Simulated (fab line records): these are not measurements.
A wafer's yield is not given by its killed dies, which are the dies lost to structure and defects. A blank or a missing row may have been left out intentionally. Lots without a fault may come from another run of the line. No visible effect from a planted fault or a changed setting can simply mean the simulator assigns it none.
fab line records | flow nand_harc
[record] lots = 12 | wafers = 36 | last_day = 33
route steps=1302 shown P_BONDPAD@374 A_START@389 A_ZERO_WELL@401 A_SOURCE_PLATE@418
lots with no fault: from the same line, run without faults
start_h: hours from the record's first day to the start of the lot's first wafer shown | wait_h: hours since the lot's step before | " unchanged from the row above | L1.1+2: a single row standing in for several wafers | - no value, or no start was given | * or withheld: withheld | < > ~ a bound
route shown NAME@n: NAME is a module with steps in the file, n the number in the route of the first one | usual: mean/standard deviation of fault-free wafers | same: alike in all rows | chamber/n: place in a boat | sites: per-site readings | _std_site: standard deviation across them | _edge_site: the outer-site mean with the inner-site mean subtracted | radius_mm: for every site, how far away it sits from the centre of the wafer | mask NAME#n: copy n | behind: the tool/chamber that last shaped the wafer | hold: what put the lot on hold/how long, in hours/how the hold closed | device: the transistor (n, p or np) that didn't switch | end of line: the route-end tests of the same wafers | a step given without rows: its recipe and nothing more | killed: dies that structure and defects cost at the first sort, which is not the same as the wafer's yield | map: per-die view of a wafer (x killed, . not killed, _ where there is no die)
set.NAME: setting as actually run; set.NAME@STEP: the setting as run at that earlier step | model.NAME: the simulator's own value behind a step, which no gauge read
route steps across a sampled set of lots; one table per step, one row per wafer
services: the hour from which a tool's chamber was out of use, counted from the record's first day as start_h (under 0 if before that day), plus the number of hours and why
[[steps]]
[step NHARC_P_BONDPAD_DEGAS_25]
[recipe] temp_c = 300 | time_s = 60
[usual] heater_power_w = 454/50
lot.wafer | tool           | chamber | start_h | wait_h | heater_power_w
L189.3    | pvd_sputter-03 | -       | 134.03  | -      | 438
L189.1    | "              | -       | "       | "      | 547
L189.5    | "              | -       | "       | "      | 542
L190.3    | pvd_sputter-02 | -       | 135.38  | -      | 442
L190.5    | "              | -       | "       | "      | 436
L190.6    | "              | -       | "       | "      | 418
L191.1    | pvd_sputter-01 | -       | 149.15  | -      | 414
L191.2    | "              | -       | "       | "      | 445
L191.5    | "              | -       | "       | "      | 529
L192.3    | pvd_sputter-02 | -       | 168.30  | -      | 449
L192.1    | "              | -       | "       | "      | 494
L192.6    | "              | -       | "       | "      | 427
L193.3    | pvd_sputter-01 | -       | 171.43  | -      | 462
L193.5    | "              | -       | "       | "      | 470
L193.6    | "              | -       | "       | "      | 530
L195.2    | pvd_sputter-01 | -       | 188.12  | -      | 464
L195.3    | "              | -       | "       | "      | 458
L195.4    | "              | -       | "       | "      | 526
L196.2    | pvd_sputter-03 | -       | 207.74  | -      | 434
L196.1    | "              | -       | "       | "      | 390
L196.6    | "              | -       | "       | "      | 520
L205.1    | pvd_sputter-02 | -       | 294.47  | -      | 492
L205.2    | "              | -       | "       | "      | 421
L205.5    | "              | -       | "       | "      | 485
L206.2    | pvd_sputter-01 | -       | 300.04  | -      | 429
L206.6    | "              | -       | "       | "      | 427
L206.5    | "              | -       | "       | "      | 504
L207.1    | pvd_sputter-01 | -       | 314.69  | -      | 426
L207.2    | "              | -       | "       | "      | 433
L207.6    | "              | -       | "       | "      | 433
L208.2    | pvd_sputter-02 | -       | 318.91  | -      | 420
L208.3    | "              | -       | "       | "      | 499
L208.6    | "              | -       | "       | "      | 421
L209.4    | pvd_sputter-02 | -       | 331.67  | -      | 487
L209.3    | "              | -       | "       | "      | 424
L209.1    | "              | -       | "       | "      | 435
[step NHARC_A_START_INSPECT_01]
[usual] raw_defect_count = 3.8/1.9
lot.wafer | tool              | chamber | start_h | wait_h | raw_defect_count
L189.1    | defect_inspect-02 | -       | 136.12  | -      | 0
L189.3    | "                 | -       | "       | "      | 5
L189.5    | "                 | -       | "       | "      | 3
L190.3    | defect_inspect-02 | -       | 137.52  | -      | 6
L190.5    | "                 | -       | "       | "      | 5
L190.6    | "                 | -       | "       | "      | 4
L191.1    | defect_inspect-02 | -       | 151.25  | -      | 3
L191.2    | "                 | -       | "       | "      | 5
L191.5    | "                 | -       | "       | "      | 5
L192.1    | defect_inspect-01 | -       | 170.39  | -      | 4
L192.3    | "                 | -       | "       | "      | 3
L192.6    | "                 | -       | "       | "      | 5
L193.3    | defect_inspect-01 | -       | 173.52  | -      | 3
L193.5    | "                 | -       | "       | "      | 4
L193.6    | "                 | -       | "       | "      | 2
L195.2    | defect_inspect-01 | -       | 190.20  | -      | 1
L195.3    | "                 | -       | "       | "      | 4
L195.4    | "                 | -       | "       | "      | 5
L196.1    | defect_inspect-01 | -       | 209.92  | -      | 2
L196.2    | "                 | -       | "       | "      | 2
L196.6    | "                 | -       | "       | "      | 1
L205.1    | defect_inspect-01 | -       | 296.61  | -      | 5
L205.2    | "                 | -       | "       | "      | 5
L205.5    | "                 | -       | "       | "      | 2
L206.2    | defect_inspect-02 | -       | 302.11  | -      | 5
L206.5    | "                 | -       | "       | "      | 10
L206.6    | "                 | -       | "       | "      | 1
L207.1    | defect_inspect-01 | -       | 316.97  | -      | 4
L207.2    | "                 | -       | "       | "      | 4
L207.6    | "                 | -       | "       | "      | 3
L208.2    | defect_inspect-02 | -       | 321.13  | -      | 6
L208.3    | "                 | -       | "       | "      | 3
L208.6    | "                 | -       | "       | "      | 3
L209.1    | defect_inspect-01 | -       | 333.78  | -      | 4
L209.3    | "                 | -       | "       | "      | 2
L209.4    | "                 | -       | "       | "      | 4
[step NHARC_A_ZERO_WELL_CD_MEAS_10]
[recipe] target_cd_nm = 2000 | landing_energy_ev = 500
[usual] cd_nm = 2000.4/1.6
lot.wafer | tool      | chamber | start_h | wait_h | cd_nm
L189.1    | cd_sem-02 | 0       | 136.96  | -      | 1998.7
L189.3    | "         | 0       | "       | "      | 1998.4
L189.5    | "         | 0       | "       | "      | 2000.7
L190.3    | cd_sem-02 | 0       | 138.24  | -      | 2002.0
L190.5    | "         | 0       | "       | "      | 2002.0
L190.6    | "         | 0       | "       | "      | 2002.6
L191.1    | cd_sem-03 | 0       | 152.11  | -      | 2000.9
L191.2    | "         | 0       | "       | "      | 2000.2
L191.5    | "         | 0       | "       | "      | 1999.8
L192.1    | cd_sem-01 | 0       | 171.23  | -      | 2000.0
L192.3    | "         | 0       | "       | "      | 2000.2
L192.6    | "         | 0       | "       | "      | 1999.7
L193.3    | cd_sem-03 | 0       | 174.36  | -      | 2003.4
L193.5    | "         | 0       | "       | "      | 2002.7
L193.6    | "         | 0       | "       | "      | 2003.4
L195.2    | cd_sem-03 | 0       | 191.05  | -      | 2001.4
L195.3    | "         | 0       | "       | "      | 2000.5
L195.4    | "         | 0       | "       | "      | 1999.9
L196.1    | cd_sem-03 | 0       | 210.76  | -      | 2000.3
L196.2    | "         | 0       | "       | "      | 2001.7
L196.6    | "         | 0       | "       | "      | 2001.9
L205.1    | cd_sem-02 | 0       | 297.45  | -      | 1999.9
L205.2    | "         | 0       | "       | "      | 1999.5
L205.5    | "         | 0       | "       | "      | 2000.4
L206.2    | cd_sem-01 | 0       | 302.95  | -      | 2001.6
L206.5    | "         | 0       | "       | "      | 2000.8
L206.6    | "         | 0       | "       | "      | 2000.5
L207.1    | cd_sem-01 | 0       | 317.81  | -      | 2002.2
L207.2    | "         | 0       | "       | "      | 2001.1
L207.6    | "         | 0       | "       | "      | 2001.5
L208.2    | cd_sem-02 | 0       | 321.97  | -      | 2001.5
L208.3    | "         | 0       | "       | "      | 2003.8
L208.6    | "         | 0       | "       | "      | 2001.9
L209.1    | cd_sem-02 | 0       | 334.50  | -      | 2003.8
L209.3    | "         | 0       | "       | "      | 2003.2
L209.4    | "         | 0       | "       | "      | 1999.9
[step NHARC_A_SOURCE_PLATE_CVD_03]
[recipe] target_thk_a = 2000 | temp_c = 620 | pressure_mtorr = 200 | time_s = 4000 | material = poly-Si
[usual] spike_tc_bottom_C = 639.7/2.4 | spike_tc_centre_C = 620.6/1.2 | spike_tc_lower_C = 621.0/0.99 | spike_tc_top_C = 637.5/2.2 | spike_tc_upper_C = 619.1/1.2 | tube_center_temp_C = 620.01/0.055
lot.wafer | tool          | chamber | start_h | wait_h | spike_tc_bottom_C | spike_tc_centre_C | spike_tc_lower_C | spike_tc_top_C | spike_tc_upper_C | tube_center_temp_C
L189.1    | lpcvd_poly-02 | 0       | 148.25  | -      | 635.7             | 621.4             | 621.1            | 635.9          | 618.7            | 620.06
L189.3    | "             | 0       | "       | "      | 637.5             | 620.1             | 619.0            | 635.5          | 618.5            | 619.99
L189.5    | "             | 0       | "       | "      | 635.7             | 620.1             | 619.4            | 636.9          | 619.3            | 620.01
L190.3    | lpcvd_poly-02 | 0       | 148.25  | -      | 635.7             | 621.7             | 620.5            | 636.5          | 618.2            | 619.98
L190.5    | "             | 0       | "       | "      | 635.6             | 620.2             | 619.5            | 634.4          | 619.2            | 620.06
L190.6    | "             | 0       | "       | "      | 637.5             | 620.0             | 620.0            | 637.2          | 619.4            | 620.03
L191.1    | lpcvd_poly-01 | 0       | 163.20  | -      | 643.8             | 619.7             | 621.4            | 640.4          | 618.9            | 619.98
L191.2    | "             | 0       | "       | "      | 642.6             | 619.3             | 621.8            | 639.0          | 619.6            | 620.08
L191.5    | "             | 0       | "       | "      | 642.6             | 620.3             | 621.0            | 641.2          | 619.9            | 620.11
L192.1    | lpcvd_poly-01 | 0       | 182.54  | -      | 640.8             | 620.2             | 622.8            | 640.8          | 619.0            | 619.96
L192.3    | "             | 0       | "       | "      | 642.6             | 620.7             | 621.3            | 638.8          | 619.6            | 620.01
L192.6    | "             | 0       | "       | "      | 641.4             | 621.6             | 621.1            | 639.9          | 620.3            | 620.06
L193.3    | lpcvd_poly-01 | 0       | 187.83  | -      | 640.8             | 620.9             | 619.5            | 637.6          | 619.2            | 619.86
L193.5    | "             | 0       | "       | "      | 641.6             | 620.2             | 621.3            | 641.8          | 620.2            | 620.05
L193.6    | "             | 0       | "       | "      | 642.1             | 620.3             | 621.4            | 637.7          | 621.6            | 620.01
L195.2    | lpcvd_poly-01 | 0       | 201.98  | -      | 643.1             | 620.1             | 620.4            | 639.9          | 618.9            | 620.06
L195.3    | "             | 0       | "       | "      | 639.8             | 617.7             | 622.4            | 639.5          | 619.2            | 620.04
L195.4    | "             | 0       | "       | "      | 641.5             | 619.9             | 622.5            | 639.6          | 620.9            | 619.99
L196.1    | lpcvd_poly-02 | 0       | 220.69  | -      | 636.3             | 621.1             | 619.9            | 637.1          | 620.1            | 619.99
L196.2    | "             | 0       | "       | "      | 637.3             | 620.5             | 620.0            | 636.9          | 619.6            | 619.95
L196.6    | "             | 0       | "       | "      | 636.6             | 618.9             | 618.8            | 636.6          | 619.0            | 619.97
L205.1    | lpcvd_poly-01 | 0       | 311.54  | -      | 628.7             | 606.3             | 610.4            | 628.3          | 608.1            | 607.77
L205.2    | "             | 0       | "       | "      | 628.1             | 606.4             | 608.7            | 628.8          | 606.1            | 607.69
L205.5    | "             | 0       | "       | "      | 630.2             | 608.7             | 608.8            | 627.6          | 608.4            | 607.71
L206.2    | lpcvd_poly-01 | 0       | 311.54  | -      | 629.3             | 608.2             | 608.6            | 628.5          | 606.3            | 607.64
L206.5    | "             | 0       | "       | "      | 629.9             | 607.4             | 609.8            | 628.5          | 607.8            | 607.71
L206.6    | "             | 0       | "       | "      | 630.2             | 606.0             | 610.1            | 627.4          | 606.1            | 607.7
L207.1    | lpcvd_poly-04 | 0       | 329.19  | -      | 638.4             | 619.8             | 620.0            | 634.0          | 619.2            | 620.06
L207.2    | "             | 0       | "       | "      | 642.2             | 621.1             | 620.2            | 635.0          | 618.9            | 620.01
L207.6    | "             | 0       | "       | "      | 639.6             | 623.7             | 621.8            | 636.1          | 618.6            | 619.94
L208.2    | lpcvd_poly-04 | 0       | 333.26  | -      | 640.3             | 622.1             | 621.5            | 634.8          | 618.6            | 620.05
L208.3    | "             | 0       | "       | "      | 641.5             | 623.1             | 621.5            | 635.2          | 617.4            | 620.04
L208.6    | "             | 0       | "       | "      | 641.1             | 622.5             | 622.1            | 635.5          | 617.2            | 619.96
L209.1    | lpcvd_poly-04 | 0       | 346.01  | -      | 641.1             | 621.5             | 621.9            | 635.2          | 618.5            | 620.08
L209.3    | "             | 0       | "       | "      | 639.9             | 622.5             | 621.4            | 635.3          | 618.6            | 620.02
L209.4    | "             | 0       | "       | "      | 638.8             | 620.8             | 622.0            | 634.4          | 617.7            | 619.91
[step NHARC_A_SOURCE_PLATE_THK_MEAS_06]
[recipe] thk_meas_gauge = ellipsometry
[usual] thk_nm = 200.4/2
lot.wafer | tool          | chamber | start_h | wait_h | thk_nm
L189.1    | film_metro-02 | -       | 159.17  | 0.4    | 199.1
L189.3    | "             | -       | "       | "      | 201.9
L189.5    | "             | -       | "       | "      | 199.1
L190.3    | film_metro-01 | -       | 159.17  | 0.4    | 198.4
L190.5    | "             | -       | "       | "      | 199.0
L190.6    | "             | -       | "       | "      | 198.4
L191.1    | film_metro-02 | -       | 173.64  | 0.4    | 200.5
L191.2    | "             | -       | "       | "      | 199.1
L191.5    | "             | -       | "       | "      | 202.9
L192.1    | film_metro-02 | -       | 193.30  | 0.4    | 198.7
L192.3    | "             | -       | "       | "      | 200.3
L192.6    | "             | -       | "       | "      | 200.0
L193.3    | film_metro-02 | -       | 198.17  | 0.4    | 198.3
L193.5    | "             | -       | "       | "      | 197.0
L193.6    | "             | -       | "       | "      | 201.0
L195.2    | film_metro-02 | -       | 216.49  | 0.4    | 201.8
L195.3    | "             | -       | "       | "      | 200.3
L195.4    | "             | -       | "       | "      | 203.4
L196.1    | film_metro-01 | -       | 231.12  | 0.4    | 200.1
L196.2    | "             | -       | "       | "      | 197.8
L196.6    | "             | -       | "       | "      | 199.6
L205.1    | film_metro-02 | -       | 323.34  | 0.4    | 151.7
L205.2    | "             | -       | "       | "      | 150.0
L205.5    | "             | -       | "       | "      | 150.5
L206.2    | film_metro-01 | -       | 323.34  | 0.4    | 153.4
L206.5    | "             | -       | "       | "      | 149.9
L206.6    | "             | -       | "       | "      | 150.2
L207.1    | film_metro-02 | -       | 339.71  | 0.4    | 201.2
L207.2    | "             | -       | "       | "      | 202.3
L207.6    | "             | -       | "       | "      | 200.9
L208.2    | film_metro-01 | -       | 345.25  | 0.4    | 199.0
L208.3    | "             | -       | "       | "      | 197.9
L208.6    | "             | -       | "       | "      | 201.5
L209.1    | film_metro-01 | -       | 357.32  | 0.4    | 201.4
L209.3    | "             | -       | "       | "      | 203.1
L209.4    | "             | -       | "       | "      | 201.5
[[services]]
tool           | chamber | start_h | hours | kind
pvd_sputter-03 | -       | 117.79  | 8.4   | repair
pvd_sputter-02 | -       | 123.55  | 2.3   | repair
pvd_sputter-03 | -       | 146.00  | 10.0  | pm
pvd_sputter-01 | -       | 157.11  | 2.4   | repair
lpcvd_poly-02  | -       | 182.00  | 26.0  | pm
pvd_sputter-01 | -       | 189.52  | 0.5   | repair
pvd_sputter-01 | -       | 202.00  | 10.0  | pm
pvd_sputter-02 | -       | 258.10  | 10.0  | pm
pvd_sputter-02 | -       | 305.21  | 1.6   | repair
pvd_sputter-03 | -       | 324.00  | 10.0  | pm
[[key]]
[first_sign] step = NHARC_A_SOURCE_PLATE_CVD_03 | reading = tube_center_temp_C | direction = down | sigmas = 99+ | usual = * | struck = *
[effect] step = NHARC_A_SOURCE_PLATE_CVD_03 | reading = spike_tc_lower_C | direction = down | sigmas = 12 | usual = 621.0 | struck = 609.4
[effect] step = NHARC_A_SOURCE_PLATE_THK_MEAS_06 | reading = thk_nm | direction = down | sigmas = 24 | usual = 200.4 | struck = 150.9
met_at NHARC_A_SOURCE_PLATE_CVD_03
struck_lots L205,L206
tester_left_out L205,L206
not_acting_at NHARC_P_BONDPAD_DEGAS_25,NHARC_A_START_INSPECT_01,NHARC_A_ZERO_WELL_CD_MEAS_10
onset_between 201.98 311.54
[fault] kind = process_parameter_drift | tool = lpcvd_poly-01 | chamber = - | onset_h = 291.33 | steps = NHARC_A_SOURCE_PLATE_CVD_03 | channel = temp_c | offset = * | shape = step | end_h = 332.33 | acts_in = * | stated = *
// tester_left_out: of these lots the tester's yield and bins aren't shown, on N5 and GAA mostly nor the transistor test; their killed dies are dies lost to structure and defects alone, not to doping, threshold or leakage, so they don't give the yield
